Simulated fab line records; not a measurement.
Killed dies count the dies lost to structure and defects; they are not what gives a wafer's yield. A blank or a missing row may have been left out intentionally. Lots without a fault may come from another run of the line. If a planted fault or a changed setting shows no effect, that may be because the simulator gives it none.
Problem report in the 8D (eight disciplines) form, filled by code	flow nand_harc	the parts of the form that need people (team, actions taken, sign-off) are left out

## 1. WHAT WENT WRONG
run_length_s at NHARC_A_CONTACT_ETCH_96 reads a mean of 27.9 s on 2 wafers of 2 lots; wafers without a fault read 31.1 s with a standard deviation of 0.33. That puts it -9.5 standard deviations away from the usual mean.
The step: etches the open film in C4F6/O2, target depth 20 nm, time 10 s.
Seen first at day 27 20:18 on rie_diel-01, wafer L408.5. The record has a number at this step for 32 wafers belonging to 11 lots. Rule for "out", or "out of limits": more than 4 standard deviations from the usual mean. The other wafers with a number count as sound.

## 2. WHAT IT IS, AND WHAT IT ISN'T
question	is	is not
which readings at this step	run_length_s	drypump_motor_current_A, oes_product_au, rf_vpp_V, showerhead_plenum_p_Torr, throttle_valve_pct
which lots	L408, L410	L394, L397, L398, L401, L413, L414, L415, L416, L417
which wafers of those lots	L408.5, L410.5	L408.3, L408.4, L410.3
read on which tools	rie_diel-01	rie_diel-04, rie_diel-10
when	from day 27 20:18	up to then (14 sound wafers); but 16 sound wafers of L410, L413, L414, L415, L416, L417 came after

## 3. WHAT RULES OUT EACH SUSPECT
Counting: a tool at a process step up to the reading stays a suspect if it ran every lot that is out. Sound lots after the first of them don't rule it out here, since some wafers of a struck lot are sound.
- har_cap_etch-01 at NHARC_A_CONTACT_ETCH_122 (etches the open film in C4F8/O2/Ar, time 190 s, target depth 1850 nm): kept. Every lot that is out went through it, the first being L408 (day 27 19:04); the last sound lot it ran before that was L398 (day 25 20:58).
- rie_diel-01 at NHARC_A_CONTACT_ETCH_96 (etches the open film in C4F6/O2, target depth 20 nm, time 10 s): kept. Every lot that is out went through it, the first being L408 (day 27 20:18); the last sound lot it ran before that was L398 (day 25 22:16). On those wafers its own readings are out: run_length_s.
After counting, har_cap_etch-01 at NHARC_A_CONTACT_ETCH_122 and rie_diel-01 at NHARC_A_CONTACT_ETCH_96 remain.

## 4. THE CAUSE (what the simulator had put in)
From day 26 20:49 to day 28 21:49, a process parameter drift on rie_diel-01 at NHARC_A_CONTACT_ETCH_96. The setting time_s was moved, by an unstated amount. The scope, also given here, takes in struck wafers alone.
Counting left 2 suspects, and this tool is among them.

## 5. THE CHAIN OF EFFECTS, in route order
Rows list readings where the struck wafers' mean (over those with a number) sits beyond 3 standard deviations from the usual. Only readings for which the record gives a usual standard deviation are gone through. hours: the time from each lot's start at the first step in this table that gives one to its start at this step, as a median over the lots. sigmas: the change in usual standard deviations.
hours	step	reading	usual	on struck wafers	change	sigmas
0	NHARC_A_CONTACT_ETCH_96	run_length_s	31.1 s	27.9	-3.2	-9.5
86	NHARC_END_SORT_01	killed_at_array	54	120	+66	+3.7
86	NHARC_END_SORT_01	killed_dies	59	124	+64	+3.6
Here are the process steps it includes:
- NHARC_A_CONTACT_ETCH_96: etches the open film in C4F6/O2, target depth 20 nm, time 10 s.

## 6. WHAT WOULD HAVE CAUGHT IT SOONER
In this record no reading fell out of limits until day 27 20:18, 23 hours after the fault had begun at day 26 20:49.
